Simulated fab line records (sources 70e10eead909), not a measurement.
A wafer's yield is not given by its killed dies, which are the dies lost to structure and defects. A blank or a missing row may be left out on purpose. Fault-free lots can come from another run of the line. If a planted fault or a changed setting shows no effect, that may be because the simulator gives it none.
Which of the tools did it? + flow nand_harc + 12 lots, 36 wafers sampled, at 6 steps of a route of 1302

== WHAT THE GAUGES READ, wafer by wafer ==
NHARC_END_SORT_01. Usual: for defect_limited_yield, 91.2 % with a standard deviation of 2.6; for killed_at_array, 55 with a standard deviation of 17; for killed_at_other, 1.1 with a standard deviation of 1.6; for killed_at_periphery, 3.8 with a standard deviation of 2.5; for killed_dies, 60 with a standard deviation of 18; for killed_open, 3.3 with a standard deviation of 1.9; for killed_short, 2.5 with a standard deviation of 1.7.
| lot  | measured     | on        | defect_limited_yield (%) | killed_at_array | killed_at_other | killed_at_periphery | killed_dies | killed_open | killed_short | flag |
|------|--------------|-----------|--------------------------|-----------------|-----------------|---------------------|-------------|-------------|--------------|------|
| L412 | day 24 20:28 | prober-02 | 89.2 87.1 90.1           | 70 84 67        | 0 0 0           | 3 3 0               | 73 87 67    | 4 5 3       | 2 2 1        |      |
| L413 | day 25 13:18 | prober-02 | 91.3 87.7 90.8           | 55 75 56        | 0 2 1           | 4 6 5               | 59 83 62    | 0 3 3       | 3 2 1        |      |
| L415 | day 27 02:04 | prober-02 | 89.4 90.4 89.7           | 70 59 65        | 1 3 1           | 1 3 4               | 72 65 70    | 6 3 3       | 5 3 4        |      |
| L421 | day 28 19:31 | prober-02 | 88.2 90.3 89.8           | 71 58 65        | 2 3 4           | 7 5 0               | 80 66 69    | 1 4 4       | 2 5 2        |      |
| L422 | day 29 14:52 | prober-02 | 87.9 89.7 90.1           | 77 65 65        | 2 0 0           | 3 5 2               | 82 70 67    | 5 1 1       | 7 0 3        |      |
| L424 | day 30 07:34 | prober-01 | 90.7 91.3 92.5           | 57 54 48        | 1 1 1           | 5 4 2               | 63 59 51    | 4 6 0       | 5 0 3        |      |
| L426 | day 30 11:41 | prober-02 | 89.7 90.3 90.4           | 65 55 54        | 0 0 0           | 5 11 11             | 70 66 65    | 5 3 7       | 1 2 2        |      |
| L425 | day 31 00:41 | prober-01 | 91.0 92.0 92.5           | 54 52 49        | 0 0 0           | 7 2 2               | 61 54 51    | 5 1 5       | 2 2 1        |      |
| L428 | day 31 16:08 | prober-02 | 93.8 94.8 93.5           | 39 32 40        | 2 0 2           | 1 3 2               | 42 35 44    | 9 4 1       | 2 5 3        |      |
| L431 | day 32 20:26 | prober-01 | 89.5 91.6 89.4           | 65 47 63        | 5 2 4           | 1 8 5               | 71 57 72    | 6 2 2       | 4 2 0        |      |
| L429 | day 33 05:04 | prober-01 | 93.4 93.4 92.9           | 40 42 44        | 1 1 1           | 4 2 3               | 45 45 48    | 1 3 5       | 1 2 1        |      |
| L433 | day 34 08:28 | prober-02 | 88.9 89.7 90.7           | 72 65 62        | 0 0 0           | 3 5 1               | 75 70 63    | 3 4 1       | 4 1 3        |      |

== EACH LOT AND THE TOOL THAT RAN IT (in order: tool; ch and the chambers of the sampled wafers; start) ==
| lot  | NHARC_A_M1_STRIP_18                | NHARC_A_M1_PVD_21                       | NHARC_A_M1_ECD_22              | NHARC_A_M1_ANNEAL_31             | NHARC_A_M1_CMP_23             |
|------|------------------------------------|-----------------------------------------|--------------------------------|----------------------------------|-------------------------------|
| L412 | rie_diel-10 ch 0,1,2, day 23 08:17 | pvd_sputter-02, day 23 09:18 or earlier | ecd_cu-01 ch 0,1, day 23 09:18 | rtp_anneal-01 ch 0, day 23 09:40 | cmp-01 ch 0,2,3, day 23 10:02 |
| L413 | rie_diel-10 ch 0,3, day 23 23:37   | pvd_sputter-02, day 24 00:52 or earlier | ecd_cu-01 ch 0,1, day 24 00:52 | rtp_anneal-01 ch 0, day 24 01:15 | cmp-02 ch 0,2,3, day 24 01:37 |
| L415 | rie_diel-06 ch 1,2, day 25 11:13   | pvd_sputter-02, day 25 12:18 or earlier | ecd_cu-02 ch 0,1, day 25 12:18 | rtp_anneal-02 ch 0, day 25 12:41 | cmp-01 ch 1,2,3, day 25 12:55 |
| L421 | rie_diel-05 ch 0,1,3, day 27 04:48 | pvd_sputter-01, day 27 05:51 or earlier | ecd_cu-02 ch 0,1, day 27 05:51 | rtp_anneal-01 ch 0, day 27 06:10 | cmp-04 ch 0,1,2, day 27 06:31 |
| L422 | rie_diel-10 ch 1,3, day 28 01:34   | pvd_sputter-03, day 28 02:36 or earlier | ecd_cu-01 ch 1, day 28 02:36   | rtp_anneal-02 ch 0, day 28 02:56 | cmp-02 ch 0,1,2, day 28 03:17 |
| L424 | rie_diel-10 ch 1,2, day 28 20:43   | pvd_sputter-03, day 28 21:46 or earlier | ecd_cu-01 ch 1, day 28 21:46   | rtp_anneal-02 ch 0, day 28 22:06 | cmp-01 ch 0,2,3, day 28 22:29 |
| L426 | rie_diel-10 ch 0,1,3, day 29 01:16 | pvd_sputter-02, day 29 02:16 or earlier | ecd_cu-01 ch 0,1, day 29 02:16 | rtp_anneal-01 ch 0, day 29 02:38 | cmp-01 ch 0,2,3, day 29 02:59 |
| L425 | rie_diel-06 ch 1,2, day 29 07:31   | pvd_sputter-02, day 29 08:38 or earlier | ecd_cu-02 ch 0,1, day 29 08:38 | rtp_anneal-01 ch 0, day 29 08:58 | cmp-01 ch 0,1, day 29 09:13   |
| L428 | rie_diel-10 ch 2,3, day 30 01:19   | pvd_sputter-01, day 30 02:19 or earlier | ecd_cu-01 ch 0,1, day 30 02:19 | rtp_anneal-01 ch 0, day 30 02:41 | cmp-04 ch 0,1,3, day 30 03:02 |
| L431 | rie_diel-10 ch 0,1,3, day 31 00:38 | pvd_sputter-02, day 31 01:37 or earlier | ecd_cu-02 ch 0,1, day 31 01:37 | rtp_anneal-02 ch 0, day 31 02:00 | cmp-04 ch 0,1,3, day 31 02:21 |
| L429 | rie_diel-10 ch 0,1, day 31 05:52   | pvd_sputter-01, day 31 06:50 or earlier | ecd_cu-01 ch 0,1, day 31 06:50 | rtp_anneal-01 ch 0, day 31 07:16 | cmp-01 ch 0,2,3, day 31 07:41 |
| L433 | rie_diel-06 ch 0,3, day 32 20:50   | pvd_sputter-03, day 32 21:49 or earlier | ecd_cu-01 ch 0,1, day 32 21:49 | rtp_anneal-02 ch 0, day 32 22:12 | cmp-01 ch 2,3, day 32 22:32   |
- NHARC_A_M1_STRIP_18: strips in N2/H2.
- NHARC_A_M1_PVD_21: deposits Cu, target thk 30 nm, time 20.49 s.
- NHARC_A_M1_ECD_22: material Cu, target thk 400 nm.
- NHARC_A_M1_ANNEAL_31: time 90 s.
- NHARC_A_M1_CMP_23: polishes, t overpolish 20 s, target thk 154.34 nm.

== WHAT THE TOOLS THEMSELVES READ (means of the sampled wafers that have a number; where no wafer has one, the mark that the record gives instead) ==
NHARC_A_M1_STRIP_18. Usual: drypump_motor_current_A 6.13 A, standard deviation 0.28; oes_product_au 1.002 a.u., standard deviation 0.0095; rf_vpp_V 90.8 V, standard deviation 0.96; showerhead_plenum_p_Torr 2.04 Torr, standard deviation 0.091; throttle_valve_pct 14.171 %, standard deviation 0.0099.
| lot  | tool        | drypump_motor_current_A (A) | oes_product_au (a.u.) | rf_vpp_V (V) | showerhead_plenum_p_Torr (Torr) | throttle_valve_pct (%) | flag |
|------|-------------|-----------------------------|-----------------------|--------------|---------------------------------|------------------------|------|
| L412 | rie_diel-10 | 6.09                        | 0.993                 | 90.8         | 2.03                            | 14.181                 |      |
| L413 | rie_diel-10 | 6.13                        | 1.005                 | 89.5         | 2.06                            | 14.174                 |      |
| L415 | rie_diel-06 | 6.50                        | 1.008                 | 91.3         | 2.03                            | 14.170                 |      |
| L421 | rie_diel-05 | 5.87                        | 1.001                 | 90.6         | 2.01                            | 14.157                 |      |
| L422 | rie_diel-10 | 6.10                        | 0.995                 | 90.7         | 1.96                            | 14.174                 |      |
| L424 | rie_diel-10 | 6.02                        | 0.985                 | 90.7         | 2.06                            | 14.178                 |      |
| L426 | rie_diel-10 | 6.12                        | 1.001                 | 90.4         | 2.01                            | 14.159                 |      |
| L425 | rie_diel-06 | 6.49                        | 1.010                 | 90.6         | 2.03                            | 14.174                 |      |
| L428 | rie_diel-10 | 6.06                        | 0.999                 | 91.2         | 2.08                            | 14.169                 |      |
| L431 | rie_diel-10 | 6.14                        | 0.996                 | 89.9         | 2.01                            | 14.170                 |      |
| L429 | rie_diel-10 | 6.18                        | 0.995                 | 91.2         | 2.01                            | 14.162                 |      |
| L433 | rie_diel-06 | 6.12                        | 1.010                 | 90.2         | 2.01                            | 14.169                 |      |

NHARC_A_M1_PVD_21. Usual: throttle_valve_pct at 29.6 %, with a standard deviation of 0.89.
| lot  | tool           | throttle_valve_pct (%) | flag |
|------|----------------|------------------------|------|
| L412 | pvd_sputter-02 | 30.1                   |      |
| L413 | pvd_sputter-02 | 29.3                   |      |
| L415 | pvd_sputter-02 | 29.5                   |      |
| L421 | pvd_sputter-01 | 28.9                   |      |
| L422 | pvd_sputter-03 | 29.4                   |      |
| L424 | pvd_sputter-03 | 29.7                   |      |
| L426 | pvd_sputter-02 | 30.4                   |      |
| L425 | pvd_sputter-02 | 30.0                   |      |
| L428 | pvd_sputter-01 | 29.7                   |      |
| L431 | pvd_sputter-02 | 30.0                   |      |
| L429 | pvd_sputter-01 | 29.9                   |      |
| L433 | pvd_sputter-03 | 29.3                   |      |

NHARC_A_M1_ANNEAL_31. Usual: wafer_temp_C_max at 225.69, with a standard deviation of 0.23.
| lot  | tool          | wafer_temp_C_max | flag |
|------|---------------|------------------|------|
| L412 | rtp_anneal-01 | 225.70           |      |
| L413 | rtp_anneal-01 | 225.62           |      |
| L415 | rtp_anneal-02 | 225.97           |      |
| L421 | rtp_anneal-01 | 225.89           |      |
| L422 | rtp_anneal-02 | 225.60           |      |
| L424 | rtp_anneal-02 | 225.85           |      |
| L426 | rtp_anneal-01 | 225.74           |      |
| L425 | rtp_anneal-01 | 225.41           |      |
| L428 | rtp_anneal-01 | 225.66           |      |
| L431 | rtp_anneal-02 | 225.73           |      |
| L429 | rtp_anneal-01 | 225.50           |      |
| L433 | rtp_anneal-02 | 225.78           |      |

NHARC_A_M1_CMP_23. Usual: motor_current_A 11.2 A, standard deviation 1.1; time_to_endpoint_s 28.1 s, standard deviation 2.5.
| lot  | tool   | motor_current_A (A) | time_to_endpoint_s (s) | flag |
|------|--------|---------------------|------------------------|------|
| L412 | cmp-01 | 10.3                | 31.3                   |      |
| L413 | cmp-02 | 11.9                | 22.4                   |      |
| L415 | cmp-01 | 11.4                | 29.8                   |      |
| L421 | cmp-04 | 11.9                | 27.7                   |      |
| L422 | cmp-02 | 12.1                | 26.5                   |      |
| L424 | cmp-01 | 10.2                | 29.0                   |      |
| L426 | cmp-01 | 10.7                | 30.1                   |      |
| L425 | cmp-01 | 10.3                | 29.9                   |      |
| L428 | cmp-04 | 11.4                | 27.5                   |      |
| L431 | cmp-04 | 10.7                | 26.5                   |      |
| L429 | cmp-01 | 10.3                | 28.0                   |      |
| L433 | cmp-01 | 11.2                | 25.5                   |      |

== THE ANSWER, worked out from the rows above alone ==
Rule: a lot counts as off when the mean over its wafers that have a number is more than 3 standard deviations away from the usual mean. Also off: a lot with no number at a reading for which 4 or more lots have one. Any other lot the step has rows for is counted as sound. The gauges are gone through in route order, then the tools' own readings, and for those a lot's mean is taken as printed above. The first step at which some lot is off is used, and at that step the reading that is off furthest; a lot without a number counts as furthest.
None of the lots is off at any reading shown; this tells nothing.

== WHAT THE SIMULATOR PUT IN ==
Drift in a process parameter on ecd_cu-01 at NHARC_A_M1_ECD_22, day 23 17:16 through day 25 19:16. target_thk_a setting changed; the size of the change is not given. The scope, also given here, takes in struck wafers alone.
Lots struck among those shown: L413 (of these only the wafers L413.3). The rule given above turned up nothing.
